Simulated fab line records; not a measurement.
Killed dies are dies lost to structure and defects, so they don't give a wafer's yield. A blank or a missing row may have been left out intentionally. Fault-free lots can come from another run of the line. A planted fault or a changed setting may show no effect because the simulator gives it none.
The same fault as seen by 2 desks / flow n5 finfet / each desk holds nothing but its own numbers, with what lay behind them at the end

== THE TOOL OWNER'S DESK: litho track-05 ==
The tool's own readings at N5_BEOL_M2_COAT_62 (time 60 s, resist thk 12 nm): means of the sampled wafers that have a number, for each lot that ran on this tool. If a lot's mean is further than 4 standard deviations from the usual mean, the lot is out of limits and carries the mark OUT (the distance appears in the brackets).
Columns: A = spin speed rpm at N5_BEOL_M2_COAT_62, usual 1499.8 rpm
lot=L201; first seen here=day 8 17:24; A=1500.6
lot=L203; first seen here=day 9 03:48; A=1603.3 (+86) OUT
lot=L204; first seen here=day 9 11:52; A=1604.3 (+87) OUT
This desk's verdict: out of limits on L203, L204, starting with L203 at day 9 03:48 (spin speed rpm at N5_BEOL_M2_COAT_62). L201 stayed within limits.

== AT THE METROLOGY DESK ==
What the gauges read for every lot (on any tool): the sampled wafers with a number, averaged. If a lot's mean is further than 4 standard deviations from the usual mean, the lot is out of limits and carries the mark OUT (the distance appears in the brackets). Of its 10 readings 7 are shown: those that lie furthest out on some lot.
Columns: A = IOFF_N at N5_BEOL_M4_RC_MEAS_101, usual 0.18 nA/um; B = IOFF_P at N5_BEOL_M4_RC_MEAS_101, usual 0.25 nA/um; C = ION_P at N5_BEOL_M4_RC_MEAS_101, usual 468 uA/um; D = SS_N at N5_BEOL_M4_RC_MEAS_101, usual 71.8 mV/dec; E = SS_P at N5_BEOL_M4_RC_MEAS_101, usual 73.6 mV/dec; F = VT_N at N5_BEOL_M4_RC_MEAS_101, usual 248 mV; G = VT_P at N5_BEOL_M4_RC_MEAS_101, usual -248 mV
lot=L201; first seen here=day 9 23:50; A=0.18; B=0.26; C=472; D=72.1; E=73.9; F=247; G=-246
lot=L203; first seen here=day 10 19:44; A=0.21; B=0.26; C=471; D=72.4; E=73.8; F=245; G=-248
lot=L204; first seen here=day 10 20:37; A=0.20; B=0.24; C=461; D=72.3; E=74.5; F=247; G=-251
lot=L214; first seen here=day 13 07:44; A=0.15; B=0.19; C=456; D=71.8; E=73.0; F=251; G=-253
Finding of this desk: none of the 4 lots has anything out of limits.

== PUT TOGETHER ==
An alarm could have come from the tool owner's desk at day 9 03:48, on L203, L204.
The metrology desk saw nothing out of limits.
The metrology desk has L203, L204 on record, within its limits.
N5_BEOL_M2_COAT_62 was run on litho track-05 by each of the lots named.

== WHAT WAS PUT IN BY THE SIMULATOR ==
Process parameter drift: litho track-05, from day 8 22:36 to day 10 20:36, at N5_BEOL_M2_COAT_62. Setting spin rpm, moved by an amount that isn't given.
Lots struck among those shown: L203, L204.
How many hours passed from the start of the fault until each desk's first out-of-limits reading: the tool owner's desk, 5.
